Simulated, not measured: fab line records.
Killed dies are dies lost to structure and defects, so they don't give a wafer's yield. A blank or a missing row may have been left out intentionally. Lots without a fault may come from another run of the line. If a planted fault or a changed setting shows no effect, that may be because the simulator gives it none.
Struck lot and sound lot, side by side -- flow n5Finfet -- 45 out of 1938 route steps
Sound: these wafers, L512.2, L512.3, L512.6. Struck: wafers L524.1, L524.5 (left out: L524.3, a lot-mate that was not struck); the cause follows at the end.
For every step that has rows: the tool of each side, followed by ch and its chambers, followed by its first start. Under that, the readings that differ: sound wafers -- struck wafers -- difference of the means -- sigmas: that difference in standard deviations of wafers without a fault.
alike: a reading whose means differ by less than 2 such deviations, as well as words and numbers matching on both sides. not compared: withheld readings; readings where some wafer has no value; bounds like >300 that might hide an equal value; numbers whose values overlap and for which the record gives no deviation.
A row with sigmas, a row that says differs or no value, or rows on one side alone: a step with any of these is where the two part. When numbers do not overlap yet have no deviation, they are printed without sigmas and do not part them. A reading missing from all wafers of one side parts the sides only when that side holds two or more wafers.

first, 11 steps without rows for these wafers: N5_BEOL_M2_DESCUM_33 (chemistry O2, time 7 s); N5_BEOL_M2_ETCH_77 (etches underlayer in N2/H2, target depth 6.5 nm, time 5.2 s); N5_BEOL_M2_ETCH_69 (etches SiARC in CF4, target depth 15.6 nm, time 26 s); N5_BEOL_M2_ALD_98 (deposits SiO2, target thk 2.5 nm, pulse time 1 s, co reactant pulse time 1 s); N5_BEOL_M2_ETCHBACK_99 (etches SiO2 in CHF3, target depth 5 nm, time 10.4 s); N5_BEOL_M2_ETCH_70 (etches SOC in N2/H2, target depth 80 nm, overetch 24 nm, time 130 s); N5_BEOL_M2_STRIP_71 (strips in N2/H2); N5_BEOL_M2_STRIP_78 (strips in N2/H2); N5_BEOL_M2_VIA_ETCH_34 (etches the open film in C4F6/O2, target depth 69.4 nm, time 65.9 s); N5_BEOL_M2_STRIP_83 (strips in C4F6/O2); N5_BEOL_M2_STRIP_36 (strips in N2/H2).
N5_BEOL_M2_TRENCH_ETCH_37: etches SiOC in C4F6/O2, target depth 55.555 nm, time 29.2 s.
  sound on rieDiel-01 ch 0,2, day 7 19:26; struck on rieDiel-01 ch 1,2, day 10 19:32
reading,sound,struck,difference,sigmas
oesProductAu (a.u.),0.74 0.97 0.97,0.56 0.61,-0.31,-3
model.BEOL_M2.featureDepthNm (nm),57 55.8 56.6,28.2 27.2,-28.8,
model.etch.depthNm (nm),56.91 55.84 56.62,28.24 27.26,-28.71,
model.TiN_of_BEOL_M2_HM_DEP_02.thkNm (nm),17.4 17.6 17.2,19.2 19,+1.7,
  alike: drypumpMotorCurrentA, rfVppV, showerheadPlenumPTorr, throttleValvePct
  not compared: rfHoursCounterH
then, 2 steps without rows for these wafers: N5_BEOL_M2_ETCH_41 (etches SiCN in CH3F/O2, target depth 29.9 nm, time 52.5 s); N5_BEOL_M2_STRIP_97 (strips in N2/H2, time 10 s).
N5_BEOL_M2_OCD_MEAS_38:
  sound on ocd-02 at day 7 19:35; struck on ocd-02 at day 10 19:41
reading,sound,struck,difference,sigmas
trenchDepthNm (nm),57.5 55.9 56.2,28.3 27.6,-28.6,-26
then, 25 steps without rows for these wafers: N5_BEOL_M2_HM_STRIP_39 (strips TiN in peroxide tin strip, target depth 25 nm, time 158 s); N5_BEOL_M2_SRD_40 (time 30 s); N5_BEOL_M2_PRECLEAN_42 (cleans in residue remover, time 60 s); N5_BEOL_M2_SRD_43 (time 30 s); N5_BEOL_M2_DEGAS_44 (time 60 s); N5_BEOL_M2_PRE_CLEAN_45 (time 30 s); N5_BEOL_M2_ALD_84 (deposits TaN, pulse time 2 s, purge time 3 s, co reactant purge time 2 s); N5_BEOL_M2_SURFACE_TREAT_85; N5_BEOL_M2_CVD_47 (deposits Co from CCTBA/H2, target thk 3 nm, time 223.8 s); N5_BEOL_M2_SPUTTER_48 (material Cu, target thk 4.5 nm, time 8.29 s); N5_BEOL_M2_ANNEAL_49 (time 240 s); N5_BEOL_M2_SPUTTER_79 (material Cu, target thk 4.5 nm, time 8.29 s); N5_BEOL_M2_ANNEAL_80 (time 240 s); N5_BEOL_M2_SPUTTER_81 (material Cu, target thk 4.5 nm, time 8.29 s); N5_BEOL_M2_ANNEAL_82 (time 240 s); N5_BEOL_M2_SPUTTER_86 (material Cu, target thk 4.5 nm, time 8.29 s); N5_BEOL_M2_ANNEAL_87 (time 240 s); N5_BEOL_M2_SPUTTER_88 (material Cu, target thk 4.5 nm, time 8.29 s); N5_BEOL_M2_ANNEAL_89 (time 240 s); N5_BEOL_M2_SPUTTER_90 (material Cu, target thk 4.5 nm, time 8.29 s); N5_BEOL_M2_ANNEAL_91 (time 240 s); N5_BEOL_M2_SPUTTER_92 (material Cu, target thk 4.5 nm, time 8.29 s); N5_BEOL_M2_ANNEAL_93 (time 240 s); N5_BEOL_M2_SPUTTER_94 (material Cu, target thk 4.5 nm, time 8.29 s); N5_BEOL_M2_ANNEAL_95 (time 240 s).
N5_BEOL_M2_CMP_52: polishes, stops on SiOC, t overpolish 6.8 s, target thk 40 nm.
  sound on cmp-03 ch 0,2, day 7 23:58; struck on cmp-01 ch 1, day 10 23:37
reading,sound,struck,difference,sigmas
slurryFlowMlMin,150.4 150.3 150.7,149.4 149.4,-1.1,-2
model.Cu_of_BEOL_M2_ECD_50.thkNm (nm),42.2 39 40.2,11.6 10.4,-29.5,
  alike: motorCurrentA, slurryFilterDpKPa
N5_BEOL_M2_THK_MEAS_53: measures by xrf.
  sound on filmMetro-02 at day 8 00:14; struck on filmMetro-02 at day 10 23:54
reading,sound,struck,difference,sigmas
M2_THK (nm),43.0 39.6 41.2,11.8 10.8,-30.0,-17
N5_BEOL_M2_RS_MEAS_58: a four-point-probe measurement.
  sound on filmMetro-02 at day 8 00:29; struck on filmMetro-02 at day 11 00:17
reading,sound,struck,difference,sigmas
M2_RS (ohm/sq),0.62 0.69 0.66,3.73 4.28,+3.35,+86
N5_BEOL_M4_RC_MEAS_101:
  the record has rows for the sound wafers here (prober-02 ch 0, day 9 04:14) and none for the struck ones
-- a jump in the record: the struck wafers' starts before and after are 5 days apart (it breaks off in module BEOL_M4 and resumes in module PASSIVATION, where the first step shown is number 1936 of the route) --
N5_PASSIVATION_PROBE_49:
  sound on prober-01 at day 13 09:22; struck on prober-01 at day 16 03:11
reading,sound,struck,difference,sigmas
defectLimitedYield (%),89.9 91.2 91.0,0 0,-91,-65
killed_at_M0_to_M3,33 34 48,1124 1127,+1087,+99 or more
killedDies,119 104 106,1180 1180,+1070,+63
killedOnRim,19 16 17,152 152,+135,+35
sort_bin_5_function (%),5.8 5.3 5.6,97.0 97.5,+91.7,+92
sortNPass,1061 1076 1074,0 0,-1070,-63
sortYieldPct (%),89.9 91.2 91.0,0 0,-91,-65
  alike: killed_at_M4_up, killedAtContacts, killedAtFrontEnd, killedAtOther, killedOpen, killedShort, sort_bin_6_memory

WHERE THEY PART
At N5_BEOL_M2_TRENCH_ETCH_37 first; at N5_PASSIVATION_PROBE_49 last (within this record only).

WHY: the cause the simulator had injected
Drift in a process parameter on rieDiel-01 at N5_BEOL_M2_TRENCH_ETCH_37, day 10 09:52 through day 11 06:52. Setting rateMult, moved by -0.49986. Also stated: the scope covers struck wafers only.
